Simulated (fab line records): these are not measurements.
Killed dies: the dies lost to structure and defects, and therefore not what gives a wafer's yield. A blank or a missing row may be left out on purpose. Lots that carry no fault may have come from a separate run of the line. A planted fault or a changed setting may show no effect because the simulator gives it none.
Which tool did it? || flow n5 finfet || 23 lots, 69 wafers sampled, at 3 steps of a route of 1938

## WHAT THE GAUGES READ, wafer by wafer
N5_MOL_CONTACT_COAG_CD_MEAS_08: the cd target is 28 nm. Usual: cd nm 27.97 nm, standard deviation 0.21.
{"lot": "L074", "measured": "day 4 18:04", "on": "cd sem-02", "cd nm (nm)": "28.02 28.11 27.72", "flag": ""}
{"lot": "L076", "measured": "day 5 01:46", "on": "cd sem-01", "cd nm (nm)": "27.70 27.99 28.00", "flag": ""}
{"lot": "L075", "measured": "day 5 05:02", "on": "cd sem-01", "cd nm (nm)": "28.04 28.03 27.87", "flag": ""}
{"lot": "L077", "measured": "day 5 12:17", "on": "cd sem-02", "cd nm (nm)": "28.03 28.28 27.90", "flag": ""}
{"lot": "L078", "measured": "day 6 06:13", "on": "cd sem-03", "cd nm (nm)": "28.11 27.99 28.24", "flag": ""}
{"lot": "L080", "measured": "day 6 10:59", "on": "cd sem-01", "cd nm (nm)": "27.79 28.24 27.73", "flag": ""}
{"lot": "L081", "measured": "day 6 13:08", "on": "cd sem-01", "cd nm (nm)": "28.31 27.85 28.06", "flag": ""}
{"lot": "L082", "measured": "day 6 13:50", "on": "cd sem-03", "cd nm (nm)": "28.11 27.86 27.86", "flag": ""}
{"lot": "L083", "measured": "day 6 21:05", "on": "cd sem-01", "cd nm (nm)": "27.92 27.28 28.11", "flag": ""}
{"lot": "L084", "measured": "day 7 05:10", "on": "cd sem-01", "cd nm (nm)": "27.49 27.91 28.12", "flag": ""}
{"lot": "L085", "measured": "day 7 07:26", "on": "cd sem-01", "cd nm (nm)": "27.94 28.38 28.16", "flag": ""}
{"lot": "L086", "measured": "day 8 00:25", "on": "cd sem-01", "cd nm (nm)": "27.84 27.56 28.00", "flag": ""}
{"lot": "L087", "measured": "day 8 02:47", "on": "cd sem-01", "cd nm (nm)": "28.46 27.61 28.28", "flag": ""}
{"lot": "L088", "measured": "day 8 05:56", "on": "cd sem-01", "cd nm (nm)": "27.53 27.83 28.22", "flag": ""}
{"lot": "L089", "measured": "day 8 10:02", "on": "cd sem-03", "cd nm (nm)": "28.24 27.81 28.46", "flag": ""}
{"lot": "L090", "measured": "day 8 18:01", "on": "cd sem-03", "cd nm (nm)": "28.08 28.08 27.81", "flag": ""}
{"lot": "L091", "measured": "day 8 22:04", "on": "cd sem-03", "cd nm (nm)": "27.99 27.90 27.91", "flag": ""}
{"lot": "L092", "measured": "day 9 02:52", "on": "cd sem-01", "cd nm (nm)": "28.13 28.13 28.03", "flag": ""}
{"lot": "L093", "measured": "day 9 11:16", "on": "cd sem-01", "cd nm (nm)": "28.01 28.00 27.92", "flag": ""}
{"lot": "L094", "measured": "day 9 17:10", "on": "cd sem-02", "cd nm (nm)": "27.94 27.60 27.92", "flag": ""}
{"lot": "L095", "measured": "day 9 21:53", "on": "cd sem-01", "cd nm (nm)": "27.74 27.91 27.85", "flag": ""}
{"lot": "L096", "measured": "day 10 09:38", "on": "cd sem-01", "cd nm (nm)": "27.71 27.91 27.84", "flag": ""}
{"lot": "L097", "measured": "day 10 12:57", "on": "cd sem-02", "cd nm (nm)": "28.24 27.90 28.07", "flag": ""}

## EACH LOT AND THE TOOL THAT RAN IT (in order: tool; ch and the chambers of the sampled wafers; start)
{"lot": "L074", "N5_GATE_CUT_CUT_ETCH_53": "rie metal-01 ch 0,1, day 4 14:40", "N5_GATE_CUT_STRIP_21": "plasma asher-02 ch 0,1, day 4 14:58"}
{"lot": "L076", "N5_GATE_CUT_CUT_ETCH_53": "rie metal-03 ch 0,1, day 4 22:28", "N5_GATE_CUT_STRIP_21": "plasma asher-01 ch 0,1, day 4 22:46"}
{"lot": "L075", "N5_GATE_CUT_CUT_ETCH_53": "rie metal-02 ch 0,1, day 5 01:37", "N5_GATE_CUT_STRIP_21": "plasma asher-01 ch 0,1, day 5 01:55"}
{"lot": "L077", "N5_GATE_CUT_CUT_ETCH_53": "rie metal-01 ch 0,1, day 5 07:26", "N5_GATE_CUT_STRIP_21": "plasma asher-02 ch 0,1, day 5 07:43"}
{"lot": "L078", "N5_GATE_CUT_CUT_ETCH_53": "rie metal-02 ch 0,1, day 6 02:57", "N5_GATE_CUT_STRIP_21": "plasma asher-02 ch 0,1, day 6 03:15"}
{"lot": "L080", "N5_GATE_CUT_CUT_ETCH_53": "rie metal-02 ch 0,1, day 6 06:46", "N5_GATE_CUT_STRIP_21": "plasma asher-01 ch 1, day 6 07:04"}
{"lot": "L081", "N5_GATE_CUT_CUT_ETCH_53": "rie metal-02 ch 1, day 6 09:30", "N5_GATE_CUT_STRIP_21": "plasma asher-02 ch 0,1, day 6 10:02"}
{"lot": "L082", "N5_GATE_CUT_CUT_ETCH_53": "rie metal-02 ch 1, day 6 10:19", "N5_GATE_CUT_STRIP_21": "plasma asher-02 ch 0,1, day 6 10:51"}
{"lot": "L083", "N5_GATE_CUT_CUT_ETCH_53": "rie metal-02 ch 0,1, day 6 17:49", "N5_GATE_CUT_STRIP_21": "plasma asher-01 ch 0,1, day 6 18:06"}
{"lot": "L084", "N5_GATE_CUT_CUT_ETCH_53": "rie metal-02 ch 1, day 7 01:39", "N5_GATE_CUT_STRIP_21": "plasma asher-01 ch 0,1, day 7 02:11"}
{"lot": "L085", "N5_GATE_CUT_CUT_ETCH_53": "rie metal-01 ch 0,1, day 7 04:10", "N5_GATE_CUT_STRIP_21": "plasma asher-01 ch 0,1, day 7 04:28"}
{"lot": "L086", "N5_GATE_CUT_CUT_ETCH_53": "rie metal-01 ch 0,1, day 7 21:02", "N5_GATE_CUT_STRIP_21": "plasma asher-01 ch 0,1, day 7 21:20"}
{"lot": "L087", "N5_GATE_CUT_CUT_ETCH_53": "rie metal-02 ch 1, day 7 22:56", "N5_GATE_CUT_STRIP_21": "plasma asher-02 ch 0,1, day 7 23:14"}
{"lot": "L088", "N5_GATE_CUT_CUT_ETCH_53": "rie metal-01 ch 0,1, day 8 02:31", "N5_GATE_CUT_STRIP_21": "plasma asher-01 ch 0,1, day 8 02:48"}
{"lot": "L089", "N5_GATE_CUT_CUT_ETCH_53": "rie metal-01 ch 0,1, day 8 06:29", "N5_GATE_CUT_STRIP_21": "plasma asher-02 ch 0,1, day 8 06:49"}
{"lot": "L090", "N5_GATE_CUT_CUT_ETCH_53": "rie metal-01 ch 0,1, day 8 14:04", "N5_GATE_CUT_STRIP_21": "plasma asher-01 ch 0,1, day 8 14:22"}
{"lot": "L091", "N5_GATE_CUT_CUT_ETCH_53": "rie metal-03 ch 0,1, day 8 17:51", "N5_GATE_CUT_STRIP_21": "plasma asher-01 ch 0,1, day 8 18:08"}
{"lot": "L092", "N5_GATE_CUT_CUT_ETCH_53": "rie metal-03 ch 0,1, day 8 23:26", "N5_GATE_CUT_STRIP_21": "plasma asher-01 ch 0,1, day 8 23:46"}
{"lot": "L093", "N5_GATE_CUT_CUT_ETCH_53": "rie metal-03 ch 0,1, day 9 07:38", "N5_GATE_CUT_STRIP_21": "plasma asher-01 ch 0, day 9 08:16"}
{"lot": "L094", "N5_GATE_CUT_CUT_ETCH_53": "rie metal-03 ch 0,1, day 9 13:46", "N5_GATE_CUT_STRIP_21": "plasma asher-01 ch 0,1, day 9 14:04"}
{"lot": "L095", "N5_GATE_CUT_CUT_ETCH_53": "rie metal-03 ch 0,1, day 9 18:29", "N5_GATE_CUT_STRIP_21": "plasma asher-01 ch 0,1, day 9 18:47"}
{"lot": "L096", "N5_GATE_CUT_CUT_ETCH_53": "rie metal-02 ch 0,1, day 10 06:23", "N5_GATE_CUT_STRIP_21": "plasma asher-01 ch 0,1, day 10 06:41"}
{"lot": "L097", "N5_GATE_CUT_CUT_ETCH_53": "rie metal-01 ch 1, day 10 09:23", "N5_GATE_CUT_STRIP_21": "plasma asher-01 ch 0, day 10 09:56"}
- N5_GATE_CUT_CUT_ETCH_53: etches W in SF6/Cl2, target depth 79.2 nm.
- N5_GATE_CUT_STRIP_21: strips in N2/H2, time 30 s.

## AS READ BY THE TOOLS THEMSELVES (means over the sampled wafers that have a number; for cases with no such wafer, the mark the record gives instead)
N5_GATE_CUT_CUT_ETCH_53. Usual: drypump motor current A 5.8 A, standard deviation 0.42; etch rf on time s 26.3 s, standard deviation 0.34; oes product au 0.72 a.u., standard deviation 0.072; throttle valve pct 28.84 %, standard deviation 0.18.
{"lot": "L074", "tool": "rie metal-01", "drypump motor current A (A)": 5.3, "etch rf on time s (s)": 26.0, "oes product au (a.u.)": 0.81, "throttle valve pct (%)": 28.85, "flag": ""}
{"lot": "L076", "tool": "rie metal-03", "drypump motor current A (A)": 5.9, "etch rf on time s (s)": 27.0, "oes product au (a.u.)": 0.63, "throttle valve pct (%)": 28.85, "flag": ""}
{"lot": "L075", "tool": "rie metal-02", "drypump motor current A (A)": 5.8, "etch rf on time s (s)": 26.4, "oes product au (a.u.)": 0.70, "throttle valve pct (%)": 28.69, "flag": ""}
{"lot": "L077", "tool": "rie metal-01", "drypump motor current A (A)": 5.3, "etch rf on time s (s)": 25.9, "oes product au (a.u.)": 0.81, "throttle valve pct (%)": 28.85, "flag": ""}
{"lot": "L078", "tool": "rie metal-02", "drypump motor current A (A)": 6.0, "etch rf on time s (s)": 26.2, "oes product au (a.u.)": 0.67, "throttle valve pct (%)": 28.79, "flag": ""}
{"lot": "L080", "tool": "rie metal-02", "drypump motor current A (A)": 5.9, "etch rf on time s (s)": 26.5, "oes product au (a.u.)": 0.67, "throttle valve pct (%)": 28.79, "flag": ""}
{"lot": "L081", "tool": "rie metal-02", "drypump motor current A (A)": 6.1, "etch rf on time s (s)": 26.5, "oes product au (a.u.)": 0.65, "throttle valve pct (%)": 28.87, "flag": ""}
{"lot": "L082", "tool": "rie metal-02", "drypump motor current A (A)": 6.1, "etch rf on time s (s)": 26.3, "oes product au (a.u.)": 0.66, "throttle valve pct (%)": 28.87, "flag": ""}
{"lot": "L083", "tool": "rie metal-02", "drypump motor current A (A)": 6.0, "etch rf on time s (s)": 26.5, "oes product au (a.u.)": 0.66, "throttle valve pct (%)": 28.80, "flag": ""}
{"lot": "L084", "tool": "rie metal-02", "drypump motor current A (A)": 6.1, "etch rf on time s (s)": 26.5, "oes product au (a.u.)": 0.65, "throttle valve pct (%)": 28.87, "flag": ""}
{"lot": "L085", "tool": "rie metal-01", "drypump motor current A (A)": 5.3, "etch rf on time s (s)": 25.9, "oes product au (a.u.)": 0.80, "throttle valve pct (%)": 28.91, "flag": ""}
{"lot": "L086", "tool": "rie metal-01", "drypump motor current A (A)": 5.3, "etch rf on time s (s)": 26.0, "oes product au (a.u.)": 0.78, "throttle valve pct (%)": 28.86, "flag": ""}
{"lot": "L087", "tool": "rie metal-02", "drypump motor current A (A)": 6.1, "etch rf on time s (s)": 26.1, "oes product au (a.u.)": 0.65, "throttle valve pct (%)": 28.88, "flag": ""}
{"lot": "L088", "tool": "rie metal-01", "drypump motor current A (A)": 5.3, "etch rf on time s (s)": 26.0, "oes product au (a.u.)": 0.79, "throttle valve pct (%)": 28.90, "flag": ""}
{"lot": "L089", "tool": "rie metal-01", "drypump motor current A (A)": 5.3, "etch rf on time s (s)": 26.2, "oes product au (a.u.)": 0.78, "throttle valve pct (%)": 28.91, "flag": ""}
{"lot": "L090", "tool": "rie metal-01", "drypump motor current A (A)": 5.3, "etch rf on time s (s)": 26.2, "oes product au (a.u.)": 0.78, "throttle valve pct (%)": 28.92, "flag": ""}
{"lot": "L091", "tool": "rie metal-03", "drypump motor current A (A)": 5.9, "etch rf on time s (s)": 26.6, "oes product au (a.u.)": 0.72, "throttle valve pct (%)": 28.76, "flag": ""}
{"lot": "L092", "tool": "rie metal-03", "drypump motor current A (A)": 6.2, "etch rf on time s (s)": 25.9, "oes product au (a.u.)": 0.78, "throttle valve pct (%)": 28.94, "flag": ""}
{"lot": "L093", "tool": "rie metal-03", "drypump motor current A (A)": 6.1, "etch rf on time s (s)": 26.3, "oes product au (a.u.)": 0.77, "throttle valve pct (%)": 28.94, "flag": ""}
{"lot": "L094", "tool": "rie metal-03", "drypump motor current A (A)": 5.9, "etch rf on time s (s)": 26.9, "oes product au (a.u.)": 0.71, "throttle valve pct (%)": 28.75, "flag": ""}
{"lot": "L095", "tool": "rie metal-03", "drypump motor current A (A)": 6.1, "etch rf on time s (s)": 26.1, "oes product au (a.u.)": 0.77, "throttle valve pct (%)": 28.94, "flag": ""}
{"lot": "L096", "tool": "rie metal-02", "drypump motor current A (A)": 6.0, "etch rf on time s (s)": 25.9, "oes product au (a.u.)": 0.66, "throttle valve pct (%)": 28.80, "flag": ""}
{"lot": "L097", "tool": "rie metal-01", "drypump motor current A (A)": 5.3, "etch rf on time s (s)": 26.3, "oes product au (a.u.)": 0.75, "throttle valve pct (%)": 28.82, "flag": ""}

N5_GATE_CUT_STRIP_21. Usual: drypump motor current A 6.0 A, standard deviation 0.51; heater power w 332 W, standard deviation 32.
{"lot": "L074", "tool": "plasma asher-02", "drypump motor current A (A)": 6.2, "heater power w (W)": 298, "flag": ""}
{"lot": "L076", "tool": "plasma asher-01", "drypump motor current A (A)": 6.2, "heater power w (W)": 334, "flag": ""}
{"lot": "L075", "tool": "plasma asher-01", "drypump motor current A (A)": 6.2, "heater power w (W)": 335, "flag": ""}
{"lot": "L077", "tool": "plasma asher-02", "drypump motor current A (A)": 6.2, "heater power w (W)": 298, "flag": ""}
{"lot": "L078", "tool": "plasma asher-02", "drypump motor current A (A)": 6.2, "heater power w (W)": 297, "flag": ""}
{"lot": "L080", "tool": "plasma asher-01", "drypump motor current A (A)": 5.6, "heater power w (W)": 374, "flag": ""}
{"lot": "L081", "tool": "plasma asher-02", "drypump motor current A (A)": 6.2, "heater power w (W)": 298, "flag": ""}
{"lot": "L082", "tool": "plasma asher-02", "drypump motor current A (A)": 6.2, "heater power w (W)": 299, "flag": ""}
{"lot": "L083", "tool": "plasma asher-01", "drypump motor current A (A)": 5.9, "heater power w (W)": 355, "flag": ""}
{"lot": "L084", "tool": "plasma asher-01", "drypump motor current A (A)": 5.9, "heater power w (W)": 357, "flag": ""}
{"lot": "L085", "tool": "plasma asher-01", "drypump motor current A (A)": 5.8, "heater power w (W)": 353, "flag": ""}
{"lot": "L086", "tool": "plasma asher-01", "drypump motor current A (A)": 5.9, "heater power w (W)": 357, "flag": ""}
{"lot": "L087", "tool": "plasma asher-02", "drypump motor current A (A)": 6.2, "heater power w (W)": 296, "flag": ""}
{"lot": "L088", "tool": "plasma asher-01", "drypump motor current A (A)": 5.9, "heater power w (W)": 355, "flag": ""}
{"lot": "L089", "tool": "plasma asher-02", "drypump motor current A (A)": 5.8, "heater power w (W)": 299, "flag": ""}
{"lot": "L090", "tool": "plasma asher-01", "drypump motor current A (A)": 5.9, "heater power w (W)": 358, "flag": ""}
{"lot": "L091", "tool": "plasma asher-01", "drypump motor current A (A)": 6.2, "heater power w (W)": 335, "flag": ""}
{"lot": "L092", "tool": "plasma asher-01", "drypump motor current A (A)": 6.2, "heater power w (W)": 334, "flag": ""}
{"lot": "L093", "tool": "plasma asher-01", "drypump motor current A (A)": 6.5, "heater power w (W)": 316, "flag": ""}
{"lot": "L094", "tool": "plasma asher-01", "drypump motor current A (A)": 6.2, "heater power w (W)": 340, "flag": ""}
{"lot": "L095", "tool": "plasma asher-01", "drypump motor current A (A)": 6.2, "heater power w (W)": 338, "flag": ""}
{"lot": "L096", "tool": "plasma asher-01", "drypump motor current A (A)": 6.2, "heater power w (W)": 335, "flag": ""}
{"lot": "L097", "tool": "plasma asher-01", "drypump motor current A (A)": 6.4, "heater power w (W)": 315, "flag": ""}

## THE ANSWER, worked out from the rows above alone
Rule: take the mean of a lot's wafers that have a number; if it is more than 3 standard deviations from the usual mean, the lot is off. A lot without any number at a reading at which 4 lots or more have one is off too. All remaining lots with rows at the step are treated as sound. After the gauges, taken in route order, come the tools' own readings; for these a lot's mean is taken, as printed above. The first step at which some lot is off is used, and at that step the reading that is off furthest; a lot without a number counts as furthest.
Across all readings shown, no lot is off: no conclusion can be drawn from this.

## WHAT WAS PUT IN BY THE SIMULATOR
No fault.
